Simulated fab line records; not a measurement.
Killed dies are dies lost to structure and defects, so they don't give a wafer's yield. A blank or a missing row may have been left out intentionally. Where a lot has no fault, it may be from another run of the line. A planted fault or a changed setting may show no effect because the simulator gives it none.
Split-lot study | flow n5Finfet | route with 1938 steps; 7 lots, 39 wafers read

## SPLIT DETAILS
At N5_MOL_CONTACT_COAG_CVD_140 (deposits W, target thk 66.5 nm, time 215 s), the setting targetThkA was moved away from the recipe's 665 angstrom on 9 of the 39 wafers read, by -8.4% to -4.6%. This setting was run at the recipe's value on the other wafers.

The split's own step is where the reading is taken.

## THE READING
W_of_MOL_CONTACT_COAG_CVD_140.thkNm (the simulator's own value, which no gauge read), in nm, at N5_MOL_CONTACT_COAG_CVD_140 (deposits W, target thk 66.5 nm, time 215 s). No usual value for it is given in the file. Average 66.4 nm, standard deviation 0.73 nm, over the 30 wafers here run with the recipe.

wafer  | tool, chamber at the split | targetThkA as run, angstrom | against the recipe | W_of_MOL_CONTACT_COAG_CVD_140.thkNm, nm | against lot-mates on the recipe
L074.1 | cvdW-02, 0,1               | 634.7                       | -4.6%              | 63.6                                    | -3.5
L074.5 | cvdW-02, 0,1               | 634.7                       | -4.6%              | 63.6                                    | -3.5
L074.2 | cvdW-02, 1                 | 665                         | recipe             | 67                                      | -
L074.3 | cvdW-02, 1                 | 634.7                       | -4.6%              | 63.4                                    | -3.7
L074.4 | cvdW-02, 0                 | 665                         | recipe             | 67.2                                    | -
L074.6 | cvdW-02, 0                 | 665                         | recipe             | 67.2                                    | -
L075.1 | cvdW-01, 1                 | 665                         | recipe             | 67.4                                    | -
L075.2 | cvdW-01, 0                 | 665                         | recipe             | 65.6                                    | -
L075.3 | cvdW-01, 0                 | 665                         | recipe             | 66.4                                    | -
L075.5 | cvdW-01, 0                 | 665                         | recipe             | 66.4                                    | -
L075.4 | cvdW-01, 1                 | 665                         | recipe             | 65.8                                    | -
L075.6 | cvdW-01, 1                 | 665                         | recipe             | 67.2                                    | -
L078.1 | cvdW-01, 0                 | 665                         | recipe             | 65.8                                    | -
L078.2 | cvdW-01, 1                 | 609                         | -8.4%              | 60.8                                    | -5.0
L078.3 | cvdW-01, 0                 | 609                         | -8.4%              | 59.2                                    | -6.6
L078.4 | cvdW-01, 1                 | 665                         | recipe             | 66.6                                    | -
L078.5 | cvdW-01, 0                 | 665                         | recipe             | 65                                      | -
L078.6 | cvdW-01, 1                 | 609                         | -8.4%              | 59.8                                    | -6.0
L081.1 | cvdW-01, 0                 | 612.9                       | -7.8%              | 61.2                                    | -5.1
L081.2 | cvdW-01, 1                 | 665                         | recipe             | 66.8                                    | -
L081.3 | cvdW-01, 0                 | 665                         | recipe             | 65.6                                    | -
L081.4 | cvdW-01, 1                 | 612.9                       | -7.8%              | 61.6                                    | -4.7
L081.5 | cvdW-01, 1                 | 612.9                       | -7.8%              | 61                                      | -5.3
L081.6 | cvdW-01, 0                 | 665                         | recipe             | 66.4                                    | -
L086.1 | cvdW-01, 1                 | 665                         | recipe             | 66.2                                    | -
L086.3 | cvdW-01, 1                 | 665                         | recipe             | 66.2                                    | -
L086.2 | cvdW-01, 0                 | 665                         | recipe             | 65.8                                    | -
L086.4 | cvdW-01, 0                 | 665                         | recipe             | 66.8                                    | -
L086.5 | cvdW-01, 0                 | 665                         | recipe             | 65.4                                    | -
L086.6 | cvdW-01, 1                 | 665                         | recipe             | 66.4                                    | -
L095.2 | cvdW-01, 0                 | 665                         | recipe             | 66.4                                    | -
L095.3 | cvdW-01, 0                 | 665                         | recipe             | 66                                      | -
L095.6 | cvdW-01, 0                 | 665                         | recipe             | 66.2                                    | -
L096.1 | cvdW-02, 0                 | 665                         | recipe             | 65.6                                    | -
L096.2 | cvdW-02, 1                 | 665                         | recipe             | 68.2                                    | -
L096.3 | cvdW-02, 1                 | 665                         | recipe             | 67.8                                    | -
L096.4 | cvdW-02, 0                 | 665                         | recipe             | 66.2                                    | -
L096.5 | cvdW-02, 0                 | 665                         | recipe             | 66.2                                    | -
L096.6 | cvdW-02, 1                 | 665                         | recipe             | 67.4                                    | -
The file does not say which wafer passed through which chamber wherever a row lists several chambers: such a row stands for several wafers.

FIT RESULTS
A straight line over all 39 wafers: W_of_MOL_CONTACT_COAG_CVD_140.thkNm changes by +0.712 nm for each +1% of targetThkA; r = +0.95; the points scatter about the line by 0.72 nm.
The same after taking each lot's own level away (the mean of its wafers on the recipe; 39 wafers): +0.683 nm for each +1%; r = +0.96; scatter 0.61 nm.
That fit puts the effect of the largest move of targetThkA on the reading at 5.8 nm.
From 65.80 to 67.13 nm: that is the span of the lots' own levels, equal to 1.8 times the standard deviation above.
Hence the lot-to-lot level has little effect on the slope; both slopes agree.
Check: for one of the wafers moved furthest among these (-8.4%), held out of the fit, the line's prediction against its lot-mates is -5.92 nm. Against them it came out at -5 nm.

## FILE'S OWN FIT
W_of_MOL_CONTACT_COAG_CVD_140.thkNm changes by +0.686 nm for each +1% of targetThkA, r = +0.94.
